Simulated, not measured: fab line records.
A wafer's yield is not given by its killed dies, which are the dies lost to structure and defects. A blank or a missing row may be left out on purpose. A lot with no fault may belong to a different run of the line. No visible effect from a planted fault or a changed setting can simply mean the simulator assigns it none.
Split-lot study -- flow n5_finfet -- 7 lots, 21 wafers read, on a route of 1938 steps

== THE SPLIT ==
At N5_FIN_CUT_EXPOSE_05 (exposes mask FIN CUT), the setting dose_mj was moved away from the recipe's 45.75 on 9 of the 21 wafers read, by -7.0% to +5.9%. The other wafers ran this setting at the recipe's value.

== FROM THE SPLIT TO THE READING: what the file shows between them, 2 steps ==
- N5_FIN_CUT_PEB_06: peb time 60 s
- N5_FIN_CUT_DEVELOP_07: develop time 30 s

== THE READING ==
cd_nm at N5_FIN_CUT_CD_MEAS_08, given in nm (cd target 29.1 nm). Typical for fault-free wafers on this fab line: 29.19 nm, with standard deviation 0.24 nm.

wafer,"tool, chamber at the split",dose_mj as run,against the recipe,"cd_nm, nm",against lot-mates on the recipe
L075.1,"euv_scanner-01, 0",48,+4.9%,30.04,+0.93
L075.3,"euv_scanner-01, 0",45.75,recipe,29.11,-
L075.4,"euv_scanner-01, 0",48,+4.9%,30.07,+0.96
L077.2,"euv_scanner-02, 0",45.75,recipe,29.24,-
L077.3,"euv_scanner-02, 0",45.75,recipe,29.29,-
L077.6,"euv_scanner-02, 0",48.47,+5.9%,30.17,+0.91
L078.2,"euv_scanner-02, 0",45.75,recipe,29.07,-
L078.4,"euv_scanner-02, 0",44.24,-3.3%,28.36,-0.71
L078.5,"euv_scanner-02, 0",44.24,-3.3%,28.50,-0.57
L082.2,"euv_scanner-02, 0",42.97,-6.1%,28.21,-1.00
L082.4,"euv_scanner-02, 0",42.97,-6.1%,28.09,-1.12
L082.6,"euv_scanner-02, 0",45.75,recipe,29.21,-
L084.1,"euv_scanner-01, 0",42.55,-7.0%,28.06,-1.21
L084.3,"euv_scanner-01, 0",45.75,recipe,29.27,-
L084.6,"euv_scanner-01, 0",42.55,-7.0%,27.96,-1.31
L091.1,"euv_scanner-02, 0",45.75,recipe,28.84,-
L091.2,"euv_scanner-02, 0",45.75,recipe,29.02,-
L091.3,"euv_scanner-02, 0",45.75,recipe,29.10,-
L095.3,"euv_scanner-02, 0",45.75,recipe,29.19,-
L095.5,"euv_scanner-02, 0",45.75,recipe,29.04,-
L095.6,"euv_scanner-02, 0",45.75,recipe,28.95,-

THE FIT
A straight line over all 21 wafers: cd_nm changes by +0.171 nm for each +1% of dose_mj; r = +0.98; the points scatter about the line by 0.13 nm.
The same after taking each lot's own level away (the mean of its wafers on the recipe; 21 wafers): +0.178 nm for each +1%; r = +0.99; scatter 0.082 nm.
The reading moves by 1.2 nm for the largest change in dose_mj, on that fit.
From 28.987 to 29.270 nm: that is the span of the lots' own levels, equal to 1.2 times the standard deviation above.
So the lot-to-lot level changes the slope little: the two slopes agree.
Check: -1.26 nm against its lot-mates is what the line predicts for one of the wafers moved furthest among these (-7.0%) when that wafer is left out of the fit. Against them it came out at -1.21 nm.

== OTHER SPLITS ON THESE WAFERS ==
Note: prior to the reading, these wafers also went through further splits. Each is held against what the fit with the lots' levels taken away leaves over:
other split on the same wafers,wafers away from the commonest value,r with cd_nm (lot level and that fit taken away)
N5_ZERO_LAYER_PECVD_02 time_s,10,+0.00
N5_ZERO_LAYER_COAT_05 spin_rpm,4,-0.16
N5_ZERO_LAYER_DEVELOP_10 develop_time_s,6,-0.07
N5_WELL_APT_COAT_02 spin_rpm,5,-0.10
N5_FIN_SAQP_COAT_50 spin_rpm,7,-0.10
N5_FIN_SAQP_PEB_14 peb_time_s,10,+0.33
N5_FIN_CUT_COAT_02 spin_rpm,9,+0.16

== THE WHOLE CHAIN: every reading that the file lists as answering this split, in the file's order ==
step,what it does,reading,change (the file's fit),r (the file's)
N5_FIN_CUT_CD_MEAS_08,target cd 29.1 nm,cd_nm,+0.176 nm for each +1% of the setting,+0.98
N5_FIN_CUT_ETCH_30,"etches underlayer in N2/H2, target depth 13 nm, time 10.4 s","FIN_CUT.cd_offset_nm (the simulator's own value, which no gauge read)",+0.169 nm for each +1% of the setting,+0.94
N5_FIN_CUT_ETCH_20,"etches SiARC in CF4, target depth 26 nm, time 43.3 s","FIN_CUT.cd_offset_nm (the simulator's own value, which no gauge read)",+0.191 nm for each +1% of the setting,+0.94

== THE FILE'S OWN FIT ==
cd_nm changes by +0.176 nm for each +1% of dose_mj, r = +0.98.
